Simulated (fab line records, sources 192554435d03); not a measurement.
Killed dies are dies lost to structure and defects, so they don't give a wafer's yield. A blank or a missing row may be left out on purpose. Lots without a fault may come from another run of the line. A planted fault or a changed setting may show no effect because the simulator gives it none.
Chamber matching | flow n5_finfet | N5_MOL_CONTACT_COAG_ETCH_91 on rie_diel-03: 4 sister chambers
The step etches SOC in N2/H2, target depth 60 nm, overetch 21 nm, time 101.2 s. 16 wafers are shown with their chamber, then 8 later ones without.

WAFERS WITH THEIR CHAMBER
wafer  | chamber | drypump_motor_current_A (A) | showerhead_plenum_p_Torr (Torr) | throttle_valve_pct (%)
L079.1 | 1       | 5.4                         | 2.56                            | 17.61
L079.3 | 3       | 5.9                         | 2.62                            | 17.87
L079.5 | 3       | 5.9                         | 2.62                            | 17.86
L085.2 | 0       | 5.3                         | 2.66                            | 17.44
L085.3 | 3       | 5.9                         | 2.61                            | 17.89
L085.6 | 2       | 5.2                         | 2.52                            | 17.56
L086.2 | 1       | 5.4                         | 2.56                            | 17.64
L086.3 | 3       | 5.9                         | 2.61                            | 17.91
L086.4 | 2       | 5.2                         | 2.52                            | 17.57
L089.1 | 0       | 5.3                         | 2.66                            | 17.47
L089.5 | 1       | 5.4                         | 2.55                            | 17.66
L089.6 | 0       | 5.3                         | 2.66                            | 17.46
L092.1 | 2       | 5.2                         | 2.52                            | 17.57
L092.2 | 1       | 5.4                         | 2.55                            | 17.68
L092.5 | 2       | 5.2                         | 2.52                            | 17.59
L093.2 | 0       | 5.4                         | 2.65                            | 17.48

SIGNATURES (means of the wafers above)
reading                  | chamber 0 | chamber 1 | chamber 2 | chamber 3 | scatter within a chamber
drypump_motor_current_A  | 5.325     | 5.400     | 5.200     | 5.900     | 0.025
showerhead_plenum_p_Torr | 2.6575    | 2.5550    | 2.5200    | 2.6150    | 0.00479
throttle_valve_pct       | 17.4625   | 17.6475   | 17.5725   | 17.8825   | 0.0214
Rule: a wafer's distance from a chamber is the root of the sum, over the readings, of the square of ((its reading less the chamber's mean) divided by the reading's scatter). The wafer belongs to the nearest chamber; if the next one is less than 2 further off, it can't be placed. The scatter: the root of (the sum of the squares of (reading less its chamber's mean) over the shown wafers, divided by (wafers less chambers)).

WAFERS WITHOUT THEIR CHAMBER
wafer  | drypump_motor_current_A (A) | showerhead_plenum_p_Torr (Torr) | throttle_valve_pct (%)
L093.4 | 5.2                         | 2.51                            | 17.58
L093.6 | 6.0                         | 2.61                            | 17.48
L096.1 | 5.9                         | 2.61                            | 17.51
L096.2 | 5.4                         | 2.55                            | 17.67
L096.3 | 5.2                         | 2.51                            | 17.60
L097.1 | 5.2                         | 2.51                            | 17.61
L097.4 | 5.9                         | 2.60                            | 17.49
L097.5 | 5.4                         | 2.55                            | 17.68

WHICH CHAMBER EACH WENT THROUGH
wafer  | from the rows above | in truth
L093.4 | 2                   | 2
L093.6 | 3                   | 3
L096.1 | 3                   | 3
L096.2 | 1                   | 1
L096.3 | 2                   | 2
L097.1 | 2                   | 2
L097.4 | 3                   | 3
L097.5 | 1                   | 1
Placed correctly: 8 of 8. Can't be placed from these rows: 0. Placed wrongly: 0.
